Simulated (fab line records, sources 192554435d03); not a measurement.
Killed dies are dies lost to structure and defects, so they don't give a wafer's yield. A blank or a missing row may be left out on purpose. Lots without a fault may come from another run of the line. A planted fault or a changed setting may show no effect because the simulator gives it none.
Which tool did it? | flow n5_finfet | 24 lots, 72 wafers sampled, at 5 steps of a route of 1938

WHAT THE GAUGES READ, wafer by wafer
N5_BEOL_M12_CD_MEAS_10: target cd 140 nm.
lot  | measured     | on        | cd_nm (nm)
L074 | day 10 18:59 | cd_sem-02 | 139.8 139.1 138.7
L076 | day 11 01:58 | cd_sem-01 | 140.5 138.0 138.5
L077 | day 11 02:13 | cd_sem-03 | 140.7 142.2 141.0
L075 | day 11 05:32 | cd_sem-03 | 139.1 139.3 140.1
L078 | day 11 10:25 | cd_sem-03 | 140.4 142.1 142.0
L079 | day 11 10:33 | cd_sem-02 | 141.0 142.0 141.7
L080 | day 12 09:27 | cd_sem-02 | 141.6 139.7 140.6
L081 | day 12 11:02 | cd_sem-03 | 140.9 141.7 141.0
L082 | day 12 12:31 | cd_sem-02 | 141.7 142.8 141.1
L083 | day 12 22:13 | cd_sem-02 | 141.3 139.1 142.1
L084 | day 13 01:59 | cd_sem-02 | 139.9 141.3 140.4
L086 | day 13 10:10 | cd_sem-03 | 139.9 139.1 139.4
L085 | day 13 10:43 | cd_sem-01 | 138.9 139.9 139.5
L087 | day 13 18:32 | cd_sem-03 | 138.7 137.5 138.2
L088 | day 13 19:26 | cd_sem-03 | 140.4 139.6 137.9
L089 | day 14 05:36 | cd_sem-01 | 139.8 141.0 140.9
L091 | day 14 23:22 | cd_sem-02 | 140.1 138.3 140.2
L090 | day 15 01:55 | cd_sem-02 | 139.9 142.6 139.7
L092 | day 15 08:24 | cd_sem-03 | 140.4 139.3 139.6
L094 | day 15 10:35 | cd_sem-02 | 143.3 140.2 140.5
L093 | day 15 10:40 | cd_sem-03 | 140.7 139.9 140.9
L096 | day 16 02:35 | cd_sem-03 | 141.8 141.7 142.8
L095 | day 16 11:50 | cd_sem-02 | 139.9 142.0 141.8
L097 | day 16 12:10 | cd_sem-03 | 137.2 138.5 139.7

N5_BEOL_M12_OVL_MEAS_29.
lot  | measured     | on         | M12_OVL (nm)
L074 | day 10 20:06 | overlay-01 | 1 -1 0
L076 | day 11 03:02 | overlay-02 | -7 -5 -2
L077 | day 11 03:10 | overlay-01 | -14 -6 6
L075 | day 11 06:35 | overlay-01 | 1 5 4
L078 | day 11 11:28 | overlay-02 | -4 -2 -7
L079 | day 11 11:38 | overlay-01 | -3 2 0
L080 | day 12 10:34 | overlay-01 | 7 0 3
L081 | day 12 12:06 | overlay-01 | 12 6 4
L082 | day 12 13:28 | overlay-01 | 10 3 3
L083 | day 12 23:39 | overlay-02 | -4 -3 0
L084 | day 13 03:03 | overlay-02 | 6 8 10
L086 | day 13 11:22 | overlay-01 | 9 3 2
L085 | day 13 11:55 | overlay-01 | 6 7 8
L087 | day 13 19:28 | overlay-01 | 2 10 5
L088 | day 13 20:35 | overlay-02 | 13 0 0
L089 | day 14 06:49 | overlay-02 | 8 -1 11
L091 | day 15 00:42 | overlay-01 | -6 0 -9
L090 | day 15 02:52 | overlay-02 | -6 -8 -8
L092 | day 15 09:34 | overlay-02 | 6 4 8
L094 | day 15 11:32 | overlay-02 | 5 5 1
L093 | day 15 11:38 | overlay-01 | 4 0 0
L096 | day 16 03:41 | overlay-02 | -10 -3 -3
L095 | day 16 12:47 | overlay-01 | 5 -7 -8
L097 | day 16 13:07 | overlay-01 | 0 0 7

N5_BEOL_M12_INSPECT_30: inspects for defects (macro).
lot  | measured     | on                | raw_defect_count
L074 | day 10 20:07 | defect_inspect-02 | 0 1 4
L076 | day 11 03:03 | defect_inspect-02 | 1 0 2
L077 | day 11 03:11 | defect_inspect-02 | 3 5 2
L075 | day 11 06:37 | defect_inspect-02 | 0 2 5
L078 | day 11 11:29 | defect_inspect-02 | 1 3 1
L079 | day 11 11:40 | defect_inspect-02 | 6 5 2
L080 | day 12 10:35 | defect_inspect-01 | 2 3 1
L081 | day 12 12:08 | defect_inspect-01 | 1 4 2
L082 | day 12 13:29 | defect_inspect-01 | 3 3 3
L083 | day 12 23:41 | defect_inspect-02 | 4 2 0
L084 | day 13 03:04 | defect_inspect-02 | 2 0 1
L086 | day 13 11:23 | defect_inspect-01 | 2 1 2
L085 | day 13 11:56 | defect_inspect-01 | 3 3 2
L087 | day 13 19:30 | defect_inspect-01 | 3 1 1
L088 | day 13 20:37 | defect_inspect-01 | 3 1 4
L089 | day 14 06:50 | defect_inspect-01 | 2 1 1
L091 | day 15 00:44 | defect_inspect-01 | 1 3 2
L090 | day 15 02:53 | defect_inspect-02 | 3 3 3
L092 | day 15 09:35 | defect_inspect-01 | 0 2 0
L094 | day 15 11:33 | defect_inspect-01 | 5 4 5
L093 | day 15 11:40 | defect_inspect-01 | 3 2 2
L096 | day 16 03:43 | defect_inspect-02 | 4 2 2
L095 | day 16 12:48 | defect_inspect-02 | 2 1 3
L097 | day 16 13:08 | defect_inspect-01 | 2 1 2

N5_BEOL_M12_THK_MEAS_50: measures by xrf.
lot  | measured     | on            | M12_THK (nm)
L074 | day 10 22:29 | film_metro-01 | 328 334 324
L076 | day 11 06:23 | film_metro-02 | 330 333 329
L077 | day 11 09:50 | film_metro-01 | 326 331 328
L075 | day 11 10:23 | film_metro-02 | 334 331 329
L078 | day 11 16:16 | film_metro-01 | 328 326 329
L079 | day 11 19:10 | film_metro-01 | 330 322 326
L080 | day 12 14:31 | film_metro-02 | 325 325 325
L081 | day 12 16:46 | film_metro-02 | 330 336 332
L082 | day 12 17:29 | film_metro-02 | 332 322 325
L083 | day 13 03:06 | film_metro-02 | 331 327 329
L084 | day 13 08:59 | film_metro-02 | 331 325 326
L086 | day 13 16:25 | film_metro-01 | 329 328 327
L085 | day 13 17:29 | film_metro-02 | 322 329 329
L087 | day 13 21:51 | film_metro-01 | 333 325 330
L088 | day 14 00:01 | film_metro-02 | 330 332 332
L089 | day 14 09:55 | film_metro-01 | 322 324 330
L091 | day 15 07:08 | film_metro-02 | 333 331 325
L090 | day 15 07:30 | film_metro-02 | 326 330 333
L092 | day 15 15:29 | film_metro-02 | 330 340 330
L094 | day 15 17:48 | film_metro-01 | 326 323 325
L093 | day 15 18:07 | film_metro-02 | 324 336 330
L096 | day 16 07:13 | film_metro-02 | 329 329 328
L095 | day 16 19:07 | film_metro-01 | 334 333 327
L097 | day 16 19:59 | film_metro-02 | 338 330 335

WHICH TOOL RAN EACH LOT (tool, then ch and the chambers of the sampled wafers, then the start)
lot  | N5_BEOL_M12_TRENCH_ETCH_34
L074 | rie_diel-04 ch 0,1,3, day 10 20:33
L076 | rie_diel-06 ch 2,3, day 11 03:44
L077 | rie_diel-01 ch 0,1,3, day 11 04:09
L075 | rie_diel-01 ch 0,1,3, day 11 07:01
L078 | rie_diel-01 ch 1,2,3, day 11 12:10
L079 | rie_diel-06 ch 0,2,3, day 11 12:16
L080 | rie_diel-06 ch 0,3, day 12 11:10
L081 | rie_diel-01 ch 0,1, day 12 12:32
L082 | rie_diel-04 ch 0,1, day 12 13:53
L083 | rie_diel-04 ch 0,3, day 13 00:38
L084 | rie_diel-01 ch 0,1, day 13 03:28
L086 | rie_diel-06 ch 0,2, day 13 11:49
L085 | rie_diel-04 ch 0,3, day 13 12:20
L087 | rie_diel-04 ch 0,3, day 13 19:58
L088 | rie_diel-04 ch 0,1, day 13 21:01
L089 | rie_diel-04 ch 1,3, day 14 07:14
L091 | rie_diel-01 ch 0,2,3, day 15 01:07
L090 | rie_diel-04 ch 1,2, day 15 03:17
L092 | rie_diel-06 ch 0,1,2, day 15 09:59
L094 | rie_diel-06 ch 0,2, day 15 11:57
L093 | rie_diel-01 ch 1,2,3, day 15 12:04
L096 | rie_diel-06 ch 0,2, day 16 04:06
L095 | rie_diel-01 ch 1,2,3, day 16 13:12
L097 | rie_diel-01 ch 0,3, day 16 13:48
- N5_BEOL_M12_TRENCH_ETCH_34: etches SiOC in C4F8/O2/Ar, target depth 318.95 nm, time 125.5 s.

WHAT THE TOOLS THEMSELVES READ (means of the sampled wafers that have a number; where no wafer has one, the mark that the record gives instead)
N5_BEOL_M12_TRENCH_ETCH_34.
lot  | tool        | drypump_motor_current_A (A) | oes_product_au (a.u.) | rf_vpp_V (V) | showerhead_plenum_p_Torr (Torr) | throttle_valve_pct (%)
L074 | rie_diel-04 | 5.6                         | 0.79                  | 662.6        | 3.33                            | 24.14
L076 | rie_diel-06 | 5.9                         | 0.85                  | 664.5        | 3.41                            | 24.18
L077 | rie_diel-01 | 5.3                         | 0.88                  | 666.2        | 3.43                            | 24.15
L075 | rie_diel-01 | 5.3                         | 0.88                  | 666.3        | 3.43                            | 24.15
L078 | rie_diel-01 | 5.4                         | 0.81                  | 665.2        | 3.40                            | 24.05
L079 | rie_diel-06 | 5.9                         | 0.78                  | 666.8        | 3.47                            | 24.23
L080 | rie_diel-06 | 6.4                         | 0.72                  | 668.6        | 3.51                            | 24.28
L081 | rie_diel-01 | 5.2                         | 0.87                  | 665.1        | 3.43                            | 24.29
L082 | rie_diel-04 | 5.6                         | 0.83                  | 663.9        | 3.36                            | 24.29
L083 | rie_diel-04 | 5.6                         | 0.77                  | 661.9        | 3.28                            | 24.11
L084 | rie_diel-01 | 5.1                         | 0.86                  | 664.6        | 3.38                            | 24.12
L086 | rie_diel-06 | 5.4                         | 0.81                  | 665.1        | 3.41                            | 24.23
L085 | rie_diel-04 | 5.6                         | 0.82                  | 662.6        | 3.32                            | 24.26
L087 | rie_diel-04 | 5.6                         | 0.82                  | 662.8        | 3.32                            | 24.26
L088 | rie_diel-04 | 5.6                         | 0.94                  | 663.8        | 3.35                            | 24.03
L089 | rie_diel-04 | 5.6                         | 0.86                  | 662.8        | 3.31                            | 23.89
L091 | rie_diel-01 | 5.6                         | 0.79                  | 665.8        | 3.43                            | 24.25
L090 | rie_diel-04 | 5.9                         | 0.90                  | 664.9        | 3.43                            | 23.99
L092 | rie_diel-06 | 5.4                         | 0.82                  | 665.1        | 3.40                            | 24.16
L094 | rie_diel-06 | 5.4                         | 0.79                  | 665.6        | 3.40                            | 24.26
L093 | rie_diel-01 | 5.4                         | 0.78                  | 663.9        | 3.38                            | 24.08
L096 | rie_diel-06 | 5.5                         | 0.74                  | 667.3        | 3.45                            | 24.32
L095 | rie_diel-01 | 5.4                         | 0.77                  | 663.6        | 3.38                            | 24.10
L097 | rie_diel-01 | 5.5                         | 0.83                  | 666.2        | 3.45                            | 24.39

THE ANSWER, worked out from the rows above alone
Rule: what is usual is taken from the lots themselves. Put in order of their means at a reading, lots are off if they are a third of the lots or fewer, leave a main group of 4 or more, and stand apart from it by a gap of 3 or more times the standard deviation of the main group's means; of several such gaps the widest counts. A main group whose means are all the same, to the digits that the tables above print for the reading, isn't used. A lot without any number at a reading at which 4 lots or more have one is off too. The other lots that the step has rows for count as sound. The gauges are gone through in route order, then the tools' own readings, and for those a lot's mean is taken as printed above. The first step at which some lot is off is used, and at that step the reading that is off furthest; a lot without a number counts as furthest.
No lot is off at any reading shown: from this, nothing can be told.

WHAT THE SIMULATOR HAD PUT IN
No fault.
